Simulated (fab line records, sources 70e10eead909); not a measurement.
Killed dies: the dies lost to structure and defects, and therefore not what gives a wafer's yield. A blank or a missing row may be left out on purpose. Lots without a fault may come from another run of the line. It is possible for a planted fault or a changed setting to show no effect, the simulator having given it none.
fab line records ; flow nand-harc
record: lots: 13; wafers: 39; last-day: 24
route steps=1159 shown A_CONTACT@935 END@1159
lots that met no fault: taken from a fault-free run of the same line
start-h: hours from the record's opening day to when the first of the lot's shown wafers began ; wait-h: how many hours have passed since the lot's step before this one ; " unchanged from the row above ; L1.1+2: a row that stands for several wafers ; - either no value or no given start ; * or withheld: withheld ; < > ~ a bound
route shown NAME@n: NAME is a module with steps in the file, n the number in the route of the first one ; usual: mean and standard deviation over wafers with no fault ; same: alike in all rows ; chamber/n: place in a boat ; sites: the reading at each site ; _std_site: standard deviation of those values ; _edge_site: outer sites' mean less inner sites' ; radius-mm: for every site, how far away it sits from the centre of the wafer ; mask NAME#n: copy n ; behind: the last tool/chamber to shape the wafer ; hold: cause of the lot's hold/its duration in hours/its outcome ; device: which transistor (n, p or np) failed to switch ; end of line: at the end of the route, the tests of the same wafers ; where a step has no rows: the recipe by itself ; killed: not the wafer's yield, but the dies lost to structure and defects at the first sort ; map: shows each die of a wafer: x if killed, . if not, _ if none is there
set.NAME: setting as actually run; set.NAME@STEP: the setting as run at that earlier step ; model.NAME: the simulator's own value behind a step, which no gauge read
route steps across a sampled set of lots; one table per step, one row per wafer
services: a tool's chamber out of use, with start hour (start-h, from the record's first day; less than 0 if before it), hours out, and reason
== steps ==
step: NHARC_A_CONTACT_CD_MEAS_08
recipe: target-cd-nm: 100; landing-energy-ev: 500
usual: cd-nm: 99.9/0.41
lot.wafer;tool;chamber;start-h;wait-h;cd-nm
L299.2;cd-sem-02;0;393.15;-;100.3
L299.5;cd-sem-02;0;393.15;-;100.1
L299.6;cd-sem-02;0;393.15;-;99.8
L296.3;cd-sem-01;0;395.02;-;100.3
L296.5;cd-sem-01;0;395.02;-;99.6
L296.6;cd-sem-01;0;395.02;-;100.1
L297.1;cd-sem-03;0;401.73;-;100.3
L297.4;cd-sem-03;0;401.73;-;99.4
L297.6;cd-sem-03;0;401.73;-;100.2
L302.3;cd-sem-01;0;423.14;-;100.8
L302.4;cd-sem-01;0;423.14;-;100.2
L302.6;cd-sem-01;0;423.14;-;100.4
L303.1;cd-sem-02;0;440.72;-;99.9
L303.4;cd-sem-02;0;440.72;-;99.7
L303.5;cd-sem-02;0;440.72;-;99.8
L305.1;cd-sem-01;0;442.03;-;99.5
L305.4;cd-sem-01;0;442.03;-;100.0
L305.5;cd-sem-01;0;442.03;-;99.4
L307.1;cd-sem-02;0;471.73;-;100.0
L307.2;cd-sem-02;0;471.73;-;100.0
L307.3;cd-sem-02;0;471.73;-;99.7
L308.4;cd-sem-02;0;477.88;-;100.6
L308.5;cd-sem-02;0;477.88;-;99.8
L308.6;cd-sem-02;0;477.88;-;100.2
L306.4;cd-sem-01;0;488.37;-;100.1
L306.5;cd-sem-01;0;488.37;-;99.7
L306.6;cd-sem-01;0;488.37;-;100.1
L311.2;cd-sem-03;0;491.96;-;100.0
L311.4;cd-sem-03;0;491.96;-;100.4
L311.5;cd-sem-03;0;491.96;-;100.3
L314.1;cd-sem-02;0;497.16;-;99.8
L314.2;cd-sem-02;0;497.16;-;100.0
L314.3;cd-sem-02;0;497.16;-;98.8
L316.2;cd-sem-02;0;504.95;-;99.8
L316.4;cd-sem-02;0;504.95;-;99.4
L316.6;cd-sem-02;0;504.95;-;99.5
L315.1;cd-sem-03;0;513.27;-;99.4
L315.4;cd-sem-03;0;513.27;-;99.2
L315.6;cd-sem-03;0;513.27;-;99.9
step: NHARC_A_CONTACT_ETCH_88
recipe: target-depth-a: 390; over-etch-frac: 0.3; time-s: 65; ion-energy-ev: 80; cf4-flow-sccm: 150; ar-flow-sccm: 0; rf-w: 300; bias-w: 100; chemistry: CF4
usual: drypump-motor-current-A: 5.7/0.39; oes-product-au: 1.001/0.0084; rf-vpp-V: 151.4/1.1; showerhead-plenum-p-Torr: 1.78/0.06; throttle-valve-pct: 13.283/0.0094
lot.wafer;tool;chamber;start-h;wait-h;drypump-motor-current-A;oes-product-au;rf-hours-counter-h;rf-vpp-V;showerhead-plenum-p-Torr;throttle-valve-pct
L299.2;rie-diel-04;2;393.42;0.1;5.6;1.007;41;151.8;1.72;13.295
L299.5;rie-diel-04;2;393.42;0.1;5.6;0.993;-;150.9;1.72;13.287
L299.6;rie-diel-04;3;393.42;0.1;6.1;1.003;-;151.6;1.77;13.284
L296.3;rie-diel-11;0;395.28;0.1;5.3;1.000;5;150.2;1.75;13.286
L296.5;rie-diel-11;0;395.28;0.1;5.3;1.014;-;150.5;1.76;13.297
L296.6;rie-diel-11;1;395.28;0.1;5.6;0.995;-;152.7;1.80;13.256
L297.4;rie-diel-04;1;402.01;0.1;5.0;1.002;42;151.6;1.74;13.289
L297.1;rie-diel-04;2;402.01;0.1;5.6;1.007;43;150.3;1.72;13.290
L297.6;rie-diel-04;0;402.01;0.1;5.9;1.017;-;150.5;1.80;13.275
L302.4;rie-diel-04;1;423.41;0.1;5.0;0.998;54;150.6;1.73;13.278
L302.3;rie-diel-04;3;423.41;0.1;6.2;1.013;51;150.6;1.77;13.285
L302.6;rie-diel-04;0;423.41;0.1;6.0;1.017;-;149.7;1.79;13.284
L303.1;rie-diel-03;3;441.00;0.1;6.3;1.004;7;152.5;1.82;13.277
L303.4;rie-diel-03;0;441.00;0.1;5.4;0.999;7;149.2;1.67;13.279
L303.5;rie-diel-03;0;441.00;0.1;5.4;0.995;-;149.9;1.67;13.282
L305.4;rie-diel-03;2;442.30;0.1;5.4;0.992;8;153.1;1.82;13.281
L305.1;rie-diel-03;0;442.30;0.1;5.4;0.992;8;148.7;1.67;13.290
L305.5;rie-diel-03;2;442.30;0.1;5.3;0.990;-;153.2;1.82;13.282
L307.1;rie-diel-11;3;472.49;0.5;5.9;1.011;33;154.0;1.79;13.285
L307.2;rie-diel-11;1;472.49;0.5;5.5;1.015;31;152.8;1.79;13.284
L307.3;rie-diel-11;2;472.49;0.5;6.0;1.014;32;151.8;1.87;13.295
L308.4;rie-diel-11;0;478.15;0.1;5.3;0.784;37;150.2;1.75;13.286
L308.6;rie-diel-11;3;478.15;0.1;5.9;1.007;-;151.5;1.79;13.285
L308.5;rie-diel-11;0;478.15;0.1;5.3;0.790;-;151.4;1.75;13.281
L306.4;rie-diel-04;1;488.64;0.1;5.0;1.008;5;150.9;1.73;13.277
L306.5;rie-diel-04;0;488.64;0.1;6.0;1.016;-;151.1;1.79;13.263
L306.6;rie-diel-04;1;488.64;0.1;5.0;1.006;-;151.8;1.73;13.269
L311.4;rie-diel-11;0;492.23;0.1;5.3;0.790;42;150.9;1.74;13.284
L311.2;rie-diel-11;2;492.23;0.1;6.1;1.004;40;152.4;1.86;13.277
L311.5;rie-diel-11;0;492.23;0.1;5.3;0.787;-;150.1;1.74;13.279
L314.2;rie-diel-11;0;497.44;0.1;5.3;0.784;45;151.0;1.74;13.300
L314.3;rie-diel-11;1;497.44;0.1;5.5;0.998;42;151.8;1.79;13.284
L314.1;rie-diel-11;2;497.44;0.1;6.0;1.008;42;153.1;1.86;13.283
L316.2;rie-diel-03;1;505.29;0.1;5.6;1.008;15;150.9;1.87;13.281
L316.4;rie-diel-03;3;505.29;0.1;6.4;0.997;18;150.0;1.82;13.297
L316.6;rie-diel-03;2;505.29;0.1;5.4;0.989;-;152.4;1.82;13.276
L315.1;rie-diel-03;1;513.58;0.1;5.6;1.009;18;152.9;1.87;13.271
L315.4;rie-diel-03;2;513.58;0.1;5.4;0.983;20;151.1;1.82;13.273
L315.6;rie-diel-03;2;513.58;0.1;5.4;0.983;-;152.5;1.82;13.293
step: NHARC_A_CONTACT_ETCH_139
recipe: source-w: withheld; pressure-mtorr: 20; bias-v: 400; time-s: 137; target-depth-a: 5900; ar-flow-sccm: withheld; c4f8-flow-sccm: 11.5; o2-flow-sccm: 7.2; chemistry: C4F8/O2/Ar
lot.wafer;tool;chamber;start-h;wait-h;rf-hours-counter-h
L299.2;har-cap-etch-01;0;395.08;0.1;61
L299.6;har-cap-etch-01;1;395.08;0.1;-
L299.5;har-cap-etch-01;0;395.08;0.1;-
L296.3;har-cap-etch-02;1;397.17;0.2;-
L296.6;har-cap-etch-02;0;397.17;0.2;-
L296.5;har-cap-etch-02;1;397.17;0.2;-
L297.1;har-cap-etch-02;1;403.70;0.1;15
L297.4;har-cap-etch-02;0;403.70;0.1;-
L297.6;har-cap-etch-02;0;403.70;0.1;-
L302.4;har-cap-etch-01;1;425.07;0.1;-
L302.3;har-cap-etch-01;0;425.07;0.1;-
L302.6;har-cap-etch-01;0;425.07;0.1;-
L303.1;har-cap-etch-03;0;442.59;0.1;93
L303.4;har-cap-etch-03;0;442.59;0.1;-
L303.5;har-cap-etch-03;1;442.59;0.1;-
L305.1;har-cap-etch-02;0;443.94;0.1;22
L305.4;har-cap-etch-02;1;443.94;0.1;-
L305.5;har-cap-etch-02;0;443.94;0.1;-
L307.2;har-cap-etch-03;0;475.47;0.1;98
L307.1;har-cap-etch-03;1;475.47;0.1;98
L307.3;har-cap-etch-03;1;475.47;0.1;-
L308.4;har-cap-etch-02;1;480.14;0.2;-
L308.5;har-cap-etch-02;0;480.14;0.2;-
L308.6;har-cap-etch-02;1;480.14;0.2;-
L306.4;har-cap-etch-02;1;490.34;0.2;-
L306.6;har-cap-etch-02;0;490.34;0.2;-
L306.5;har-cap-etch-02;1;490.34;0.2;-
L311.2;har-cap-etch-02;0;493.83;0.1;29
L311.4;har-cap-etch-02;1;493.83;0.1;-
L311.5;har-cap-etch-02;1;493.83;0.1;-
L314.1;har-cap-etch-03;0;499.02;0.1;103
L314.2;har-cap-etch-03;1;499.02;0.1;103
L314.3;har-cap-etch-03;0;499.02;0.1;-
L316.2;har-cap-etch-02;0;506.88;0.1;33
L316.4;har-cap-etch-02;0;506.88;0.1;-
L316.6;har-cap-etch-02;1;506.88;0.1;-
L315.1;har-cap-etch-02;1;515.33;0.1;35
L315.4;har-cap-etch-02;1;515.33;0.1;-
L315.6;har-cap-etch-02;0;515.33;0.1;-
step: NHARC_A_CONTACT_ETCH_92
recipe: target-depth-a: 400; over-etch-frac: 0.5; time-s: 85.7; ion-energy-ev: 120; ch3f-flow-sccm: 50; o2-flow-sccm: 30; ar-flow-sccm: 200; rf-w: 500; bias-w: 100; chemistry: CH3F/O2
usual: drypump-motor-current-A: 5.7/0.37; oes-product-au: 0.95/0.034; rf-vpp-V: 244.7/1.4; showerhead-plenum-p-Torr: 2.48/0.088; throttle-valve-pct: 20.662/0.0095
lot.wafer;tool;chamber;start-h;wait-h;drypump-motor-current-A;oes-product-au;rf-hours-counter-h;rf-vpp-V;showerhead-plenum-p-Torr;throttle-valve-pct
L299.2;rie-diel-04;3;395.48;0.4;6.2;0.94;41;245.0;2.46;20.666
L299.6;rie-diel-04;2;395.48;0.4;5.6;0.93;-;244.6;2.38;20.660
L299.5;rie-diel-04;3;395.48;0.4;6.2;0.93;-;245.7;2.46;20.664
L296.3;rie-diel-04;0;397.48;0.3;5.9;0.94;40;245.8;2.50;20.679
L296.6;rie-diel-04;3;397.48;0.3;6.2;0.94;-;245.9;2.46;20.678
L296.5;rie-diel-04;0;397.48;0.3;5.9;0.94;-;245.2;2.50;20.677
L297.4;rie-diel-03;1;404.08;0.3;5.6;1.00;1;246.9;2.61;20.656
L297.1;rie-diel-03;3;404.08;0.3;6.4;1.00;1;245.0;2.54;20.664
L297.6;rie-diel-03;0;404.08;0.3;5.4;1.00;-;242.2;2.31;20.655
L302.4;rie-diel-04;3;425.40;0.3;6.2;0.94;52;244.5;2.46;20.666
L302.3;rie-diel-04;2;425.40;0.3;5.7;0.93;54;243.5;2.38;20.676
L302.6;rie-diel-04;0;425.40;0.3;5.9;0.93;-;246.1;2.49;20.670
L303.1;rie-diel-11;2;443.01;0.4;6.1;1.02;23;245.7;2.60;20.653
L303.4;rie-diel-11;2;443.01;0.4;6.1;1.02;-;245.3;2.60;20.655
L303.5;rie-diel-11;0;443.01;0.4;5.3;1.01;-;244.7;2.43;20.646
L305.1;rie-diel-11;3;444.31;0.3;5.9;1.00;25;245.5;2.50;20.669
L305.4;rie-diel-11;3;444.31;0.3;5.9;1.01;-;244.2;2.50;20.657
L305.5;rie-diel-11;0;444.31;0.3;5.3;1.00;-;244.5;2.43;20.655
L307.3;rie-diel-11;2;475.88;0.3;6.1;0.93;34;246.6;2.60;20.669
L307.2;rie-diel-11;3;475.88;0.3;5.9;0.92;35;244.0;2.50;20.669
L307.1;rie-diel-11;0;475.88;0.3;5.3;0.93;36;243.7;2.43;20.648
L308.4;rie-diel-03;0;480.49;0.3;5.4;1.00;14;241.7;2.31;20.667
L308.5;rie-diel-03;2;480.49;0.3;5.4;0.99;-;246.1;2.54;20.667
L308.6;rie-diel-03;3;480.49;0.3;6.3;0.99;-;246.5;2.53;20.657
L306.4;rie-diel-04;2;490.67;0.3;5.7;0.94;6;244.8;2.37;20.676
L306.5;rie-diel-04;3;490.67;0.3;6.2;0.94;-;244.9;2.45;20.659
L306.6;rie-diel-04;0;490.67;0.3;5.9;0.95;-;244.7;2.49;20.656
L311.2;rie-diel-03;1;494.24;0.4;5.6;0.94;13;246.2;2.61;20.659
L311.4;rie-diel-03;2;494.24;0.4;5.4;0.92;15;244.8;2.54;20.648
L311.5;rie-diel-03;0;494.24;0.4;5.4;0.92;-;242.8;2.31;20.653
L314.3;rie-diel-03;0;499.43;0.3;5.4;0.92;18;241.9;2.31;20.648
L314.2;rie-diel-03;1;499.43;0.3;5.6;0.92;14;246.0;2.61;20.656
L314.1;rie-diel-03;2;499.43;0.3;5.4;0.92;16;245.2;2.54;20.668
L316.4;rie-diel-03;3;507.27;0.3;6.4;0.93;19;245.7;2.53;20.657
L316.2;rie-diel-03;0;507.27;0.3;5.4;0.93;20;241.4;2.31;20.673
L316.6;rie-diel-03;0;507.27;0.3;5.4;0.92;-;244.0;2.31;20.658
L315.1;rie-diel-04;2;515.73;0.4;5.6;0.92;16;242.0;2.37;20.663
L315.4;rie-diel-04;1;515.73;0.4;5.0;0.93;15;243.9;2.40;20.673
L315.6;rie-diel-04;3;515.73;0.4;6.2;0.92;-;243.1;2.45;20.657
step: NHARC_END_SORT_01
recipe: temp-c: 25
usual: killed-at-array: 25/9.8; killed-at-other: 0.8/1.1; killed-at-periphery: 3.3/2.1; killed-dies: 29/10; killed-open: 3.3/1.8; killed-short: 1.9/1.4
same: gross-dies: 677
lot.wafer;tool;chamber;start-h;wait-h;killed-at-array;killed-at-other;killed-at-periphery;killed-dies;killed-open;killed-short
L306.4;prober-01;0;542.82;3.4;24;1;5;30;3;4
L306.5;prober-01;0;543.61;3.7;27;1;4;32;5;1
L306.6;prober-01;0;544.41;4.0;23;0;2;25;3;0
L308.4;prober-02;0;542.83;3.4;675;1;1;677;0;2
L308.5;prober-02;0;543.63;3.7;674;0;3;677;4;4
L308.6;prober-02;0;544.43;4.0;28;0;0;28;2;2
L311.2;prober-02;0;549.06;2.8;40;0;7;47;3;4
L311.4;prober-02;0;550.64;3.4;672;0;5;677;3;4
L311.5;prober-02;0;551.42;3.7;676;0;1;677;3;1
L314.1;prober-01;0;555.95;2.5;17;0;5;22;4;0
L314.2;prober-01;0;556.75;2.8;672;1;4;677;3;0
L314.3;prober-01;0;557.54;3.1;16;0;6;22;6;2
killed by level:class
L306.4 A_CHANNEL_HOLE_D1:chamber-film-flake=18 A_WL_FILL:geometric-particle:short=2 P_STI:chamber-film-flake=2 P_CONTACT:geometric-particle:open=1 P_M0:geometric-particle:open=1 P_M2:geometric-particle:open=1 A_SGD_CUT:geometric-particle:short=1 A_SLIT:geometric-particle:short=1
L308.4 A_CONTACT:area-etch=632 A_SLIT:chamber-film-flake=18 A_STAIRCASE:chamber-film-flake=13 A_CONTACT:chamber-film-flake=4 A_CHANNEL_HOLE_D1:chamber-film-flake=3 A_M1:chamber-film-flake=2 A_ONON_D1:geometric-particle:short=1 A_CHANNEL_FILL_D1:geometric-particle:short=1
L306.5 A_CHANNEL_HOLE_D1:chamber-film-flake=19 A_CONTACT:geometric-particle:open=2 P_STI:chamber-film-flake=2 A_M1:chamber-film-flake=2 P_CONTACT:geometric-particle:open=1 P_M0:geometric-particle:open=1 A_ONON_D1:geometric-particle:open=1 STARTING-WAFER:geometric-particle:short=1
L308.5 A_CONTACT:area-etch=633 A_SLIT:chamber-film-flake=12 A_STAIRCASE:chamber-film-flake=9 A_CONTACT:chamber-film-flake=6 A_CHANNEL_HOLE_D1:chamber-film-flake=5 A_M1:chamber-film-flake=2 P_STI:geometric-particle:short=1 P_CONTACT:geometric-particle:open=1
L306.6 A_CHANNEL_HOLE_D1:chamber-film-flake=12 A_STAIRCASE:chamber-film-flake=6 P_M0:geometric-particle:open=1 A_CHANNEL_HOLE_D1:geometric-particle:open=1 A_BLC:geometric-particle:open=1 P_GATE:chamber-film-flake=1 A_SLIT:chamber-film-flake=1 A_CONTACT:chamber-film-flake=1
L308.6 A_SLIT:chamber-film-flake=7 A_CONTACT:chamber-film-flake=7 A_CHANNEL_HOLE_D1:chamber-film-flake=5 A_STAIRCASE:chamber-film-flake=5 A_ONON_D1:geometric-particle:short=1 A_CHANNEL_HOLE_D1:geometric-particle:short=1 A_CONTACT:geometric-particle:open=1 A_M0:geometric-particle:open=1
L311.2 A_CHANNEL_HOLE_D1:chamber-film-flake=20 A_SLIT:chamber-film-flake=12 A_STAIRCASE:chamber-film-flake=4 P_GATE:chamber-film-flake=3 A_ONON_D1:geometric-particle:short=2 A_M0:geometric-particle:open=2 P_CONTACT:geometric-particle:open=1 P_M0:geometric-particle:short=1
L311.4 A_CONTACT:area-etch=633 A_CHANNEL_HOLE_D1:chamber-film-flake=18 A_SLIT:chamber-film-flake=10 A_CONTACT:geometric-particle:open=3 P_STI:chamber-film-flake=3 A_CONTACT:chamber-film-flake=3 A_STAIRCASE:chamber-film-flake=2 P_M0:geometric-particle:short=1
L311.5 A_CONTACT:area-etch=640 A_SLIT:chamber-film-flake=16 A_CHANNEL_HOLE_D1:chamber-film-flake=14 A_CONTACT:chamber-film-flake=2 P_CONTACT:geometric-particle:short=1 A_CONTACT:geometric-particle:open=1 A_BLC:geometric-particle:open=1 A_M0:geometric-particle:open=1
L314.1 A_STAIRCASE:chamber-film-flake=6 A_CHANNEL_HOLE_D1:chamber-film-flake=5 A_CONTACT:chamber-film-flake=4 P_GATE:geometric-particle:open=1 P_M0:geometric-particle:open=1 P_M2:geometric-particle:open=1 A_BLC:geometric-particle:open=1 P_STI:chamber-film-flake=1
L314.2 A_CONTACT:area-etch=654 A_CHANNEL_HOLE_D1:chamber-film-flake=10 A_CONTACT:chamber-film-flake=5 P_STI:chamber-film-flake=3 A_STAIRCASE:chamber-film-flake=2 P_CONTACT:geometric-particle:open=1 A_BLC:geometric-particle:open=1 STARTING-WAFER:geometric-particle:open=1
L314.3 A_CHANNEL_HOLE_D1:chamber-film-flake=4 A_CONTACT:chamber-film-flake=4 A_CONTACT:geometric-particle:open=3 P_STI:chamber-film-flake=3 A_STAIRCASE:chamber-film-flake=2 P_GATE:geometric-particle:open=1 P_M2:geometric-particle:open=1 A_SGD_CUT:geometric-particle:short=1
== services ==
tool;chamber;start-h;hours;kind
rie-diel-03;0;371.55;-;clean
rie-diel-03;1;371.55;-;clean
rie-diel-03;2;371.55;-;clean
rie-diel-03;3;371.55;-;clean
rie-diel-04;0;371.90;-;clean
rie-diel-04;1;371.90;-;clean
rie-diel-04;2;371.90;-;clean
rie-diel-04;3;371.90;-;clean
rie-diel-03;1;392.33;9.0;vent-cycle
rie-diel-03;2;392.33;9.0;vent-cycle
rie-diel-03;3;392.33;9.0;vent-cycle
rie-diel-04;0;396.40;-;clean
rie-diel-04;1;396.40;-;clean
rie-diel-04;2;396.40;-;clean
rie-diel-04;3;396.40;-;clean
rie-diel-11;2;399.95;2.8;repair
rie-diel-03;0;401.33;-;clean
rie-diel-03;1;401.33;-;clean
rie-diel-03;2;401.33;-;clean
rie-diel-03;1;413.39;7.9;repair
har-cap-etch-01;-;427.59;2.5;repair
rie-diel-11;1;442.47;8.3;repair
rie-diel-04;-;466.06;9.0;pm
rie-diel-04;-;491.98;0.2;repair
== key ==
first-sign: step: NHARC_A_CONTACT_ETCH_88; reading: oes-product-au; direction: down; sigmas: 25; usual: 1.001; struck: 0.787
effect: step: NHARC_END_SORT_01; reading: killed-at-array; direction: up; sigmas: 66; usual: 25; struck: 674
more-kills-born-at: NHARC_A_CONTACT_ETCH_88@rie-diel-11: 3192
met-at NHARC_A_CONTACT_ETCH_88
struck-lots L308,L311,L314
struck-wafers L308.4,L308.5,L311.4,L311.5,L314.2
later-rows-left-out L308.4,L308.5,L311.4,L311.5,L314.2
tester-left-out L308,L311,L314
not-acting-at NHARC_A_CONTACT_CD_MEAS_08,NHARC_A_CONTACT_ETCH_139,NHARC_A_CONTACT_ETCH_92
onset-between 395.28 478.15
fault: kind: process-parameter-drift; tool: rie-diel-11; chamber: 0; onset-h: 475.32; steps: NHARC_A_CONTACT_ETCH_88; channel: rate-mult; offset: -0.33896; shape: step; end-h: 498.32
tester-left-out: of these lots the tester's yield and bins aren't shown, on N5 and GAA mostly nor the transistor test; their killed dies are dies lost to structure and defects alone, not to doping, threshold or leakage, so they don't give the yield
later-rows-left-out: the simulator's readings of these wafers behind a module that went badly wrong aren't trusted and aren't shown, but for the sort
